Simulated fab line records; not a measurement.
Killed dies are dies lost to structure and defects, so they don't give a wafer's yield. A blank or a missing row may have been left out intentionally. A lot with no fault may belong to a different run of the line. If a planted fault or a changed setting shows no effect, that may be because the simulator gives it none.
Split-lot trial :: flow n5_finfet :: route with 1938 steps; 7 lots, 21 wafers read

## ABOUT THE SPLIT
At N5_BEOL_M0_ETCH_138 (etches SiCN in CH3F/O2, target depth 12 nm, time 31.6 s), the setting source_w was moved away from the recipe's 395 W on 7 of the 21 wafers read, by -16.8% to +17.8%. The other wafers ran this setting at the recipe's value.

The split's own step is where the reading is taken.

## THE READING
rf_vpp_V, in V, at N5_BEOL_M0_ETCH_138 (etches SiCN in CH3F/O2, target depth 12 nm, time 31.6 s). Fault-free wafers of this fab line usually give 297.5 V, standard deviation 1.3 V.

wafer: L075.2
tool, chamber at the split: rie_diel-06, 0
source_w as run, W: 395
against the recipe: recipe
rf_vpp_V, V: 297.0
against lot-mates on the recipe: -

wafer: L075.3
tool, chamber at the split: rie_diel-06, 3
source_w as run, W: 395
against the recipe: recipe
rf_vpp_V, V: 296.4
against lot-mates on the recipe: -

wafer: L075.5
tool, chamber at the split: rie_diel-06, 3
source_w as run, W: 395
against the recipe: recipe
rf_vpp_V, V: 297.9
against lot-mates on the recipe: -

wafer: L076.2
tool, chamber at the split: rie_diel-02, 1
source_w as run, W: 465.3
against the recipe: +17.8%
rf_vpp_V, V: 280.4
against lot-mates on the recipe: -13.8

wafer: L076.3
tool, chamber at the split: rie_diel-02, 0
source_w as run, W: 395
against the recipe: recipe
rf_vpp_V, V: 294.2
against lot-mates on the recipe: -

wafer: L076.6
tool, chamber at the split: rie_diel-02, 1
source_w as run, W: 465.3
against the recipe: +17.8%
rf_vpp_V, V: 281.6
against lot-mates on the recipe: -12.6

wafer: L080.2
tool, chamber at the split: rie_diel-06, 2
source_w as run, W: 395
against the recipe: recipe
rf_vpp_V, V: 297.0
against lot-mates on the recipe: -

wafer: L080.3
tool, chamber at the split: rie_diel-06, 3
source_w as run, W: 395
against the recipe: recipe
rf_vpp_V, V: 297.9
against lot-mates on the recipe: -

wafer: L080.5
tool, chamber at the split: rie_diel-06, 1
source_w as run, W: 395
against the recipe: recipe
rf_vpp_V, V: 298.1
against lot-mates on the recipe: -

wafer: L082.3
tool, chamber at the split: rie_diel-04, 2
source_w as run, W: 395
against the recipe: recipe
rf_vpp_V, V: 298.1
against lot-mates on the recipe: -

wafer: L082.4
tool, chamber at the split: rie_diel-04, 1
source_w as run, W: 395
against the recipe: recipe
rf_vpp_V, V: 298.1
against lot-mates on the recipe: -

wafer: L082.6
tool, chamber at the split: rie_diel-04, 0
source_w as run, W: 395
against the recipe: recipe
rf_vpp_V, V: 299.9
against lot-mates on the recipe: -

wafer: L085.2
tool, chamber at the split: rie_diel-06, 3
source_w as run, W: 395
against the recipe: recipe
rf_vpp_V, V: 297.3
against lot-mates on the recipe: -

wafer: L085.3
tool, chamber at the split: rie_diel-06, 2
source_w as run, W: 430.4
against the recipe: +9.0%
rf_vpp_V, V: 288.1
against lot-mates on the recipe: -9.2

wafer: L085.4
tool, chamber at the split: rie_diel-06, 2
source_w as run, W: 430.4
against the recipe: +9.0%
rf_vpp_V, V: 288.5
against lot-mates on the recipe: -8.8

wafer: L086.1
tool, chamber at the split: rie_diel-02, 3
source_w as run, W: 328.5
against the recipe: -16.8%
rf_vpp_V, V: 319.3
against lot-mates on the recipe: +20.8

wafer: L086.4
tool, chamber at the split: rie_diel-02, 1
source_w as run, W: 395
against the recipe: recipe
rf_vpp_V, V: 296.8
against lot-mates on the recipe: -

wafer: L086.5
tool, chamber at the split: rie_diel-02, 0
source_w as run, W: 395
against the recipe: recipe
rf_vpp_V, V: 300.3
against lot-mates on the recipe: -

wafer: L096.1
tool, chamber at the split: rie_diel-04, 3
source_w as run, W: 419.4
against the recipe: +6.2%
rf_vpp_V, V: 290.5
against lot-mates on the recipe: -7.4

wafer: L096.4
tool, chamber at the split: rie_diel-04, 2
source_w as run, W: 395
against the recipe: recipe
rf_vpp_V, V: 297.9
against lot-mates on the recipe: -

wafer: L096.6
tool, chamber at the split: rie_diel-04, 1
source_w as run, W: 419.4
against the recipe: +6.2%
rf_vpp_V, V: 288.9
against lot-mates on the recipe: -9.0

THE FIT
A straight line over all 21 wafers: rf_vpp_V changes by -1.07 V for each +1% of source_w; r = -0.98; the points scatter about the line by 1.7 V.
The same after taking each lot's own level away (the mean of its wafers on the recipe; 21 wafers): -0.951 V for each +1%; r = -0.96; scatter 1.9 V.
That fit puts the effect of the largest move of source_w on the reading at 17 V.
The span of the lots' own levels, 294.20 to 298.70 V, comes to 3.5 times the standard deviation stated above.
In other words, the slope is changed by the lot-to-lot level; the two fits disagree.
Check: with one of the wafers moved furthest among these (+17.8%) left out of the fit, the line predicts -17.7 V for it against its lot-mates. It came out at -13.8 V against them.
Tool readings at the split's step, against how far the setting was moved: rf_vpp_V r = -0.98.

## OTHER SPLITS APPLIED TO THESE WAFERS
Note: prior to the reading, these wafers also went through further splits. Each is held against what the fit with the lots' levels taken away leaves over:
other split on the same wafers: N5_SDB_COAT_05 spin_rpm
wafers away from the commonest value: 7
r with rf_vpp_V (lot level and that fit taken away): +0.12

other split on the same wafers: N5_HKMG_FIN_COAT_42 spin_rpm
wafers away from the commonest value: 7
r with rf_vpp_V (lot level and that fit taken away): +0.17

other split on the same wafers: N5_HKMG_FIN_ETCH_35 source_w
wafers away from the commonest value: 8
r with rf_vpp_V (lot level and that fit taken away): -0.17

other split on the same wafers: N5_HKMG_FIN_ETCH_86 target_depth_a
wafers away from the commonest value: 11
r with rf_vpp_V (lot level and that fit taken away): -0.47

other split on the same wafers: N5_MOL_CONTACT_COAG_ETCH_105 bias_w
wafers away from the commonest value: 8
r with rf_vpp_V (lot level and that fit taken away): -0.29

other split on the same wafers: N5_MOL_CONTACT_COAG_CONTACT_ETCH_14 source_w
wafers away from the commonest value: 7
r with rf_vpp_V (lot level and that fit taken away): +0.32

other split on the same wafers: N5_MOL_CONTACT_COAG_EXPOSE_81 dose_mj
wafers away from the commonest value: 8
r with rf_vpp_V (lot level and that fit taken away): +0.01

other split on the same wafers: N5_MOL_CONTACT_COAG_ETCH_67 source_w
wafers away from the commonest value: 9
r with rf_vpp_V (lot level and that fit taken away): -0.01

other split on the same wafers: N5_MOL_CONTACT_COAG_VIA_ETCH_117 bias_w
wafers away from the commonest value: 7
r with rf_vpp_V (lot level and that fit taken away): -0.10

## FILE'S OWN FIT
rf_vpp_V changes by -0.996 V for each +1% of source_w, r = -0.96.
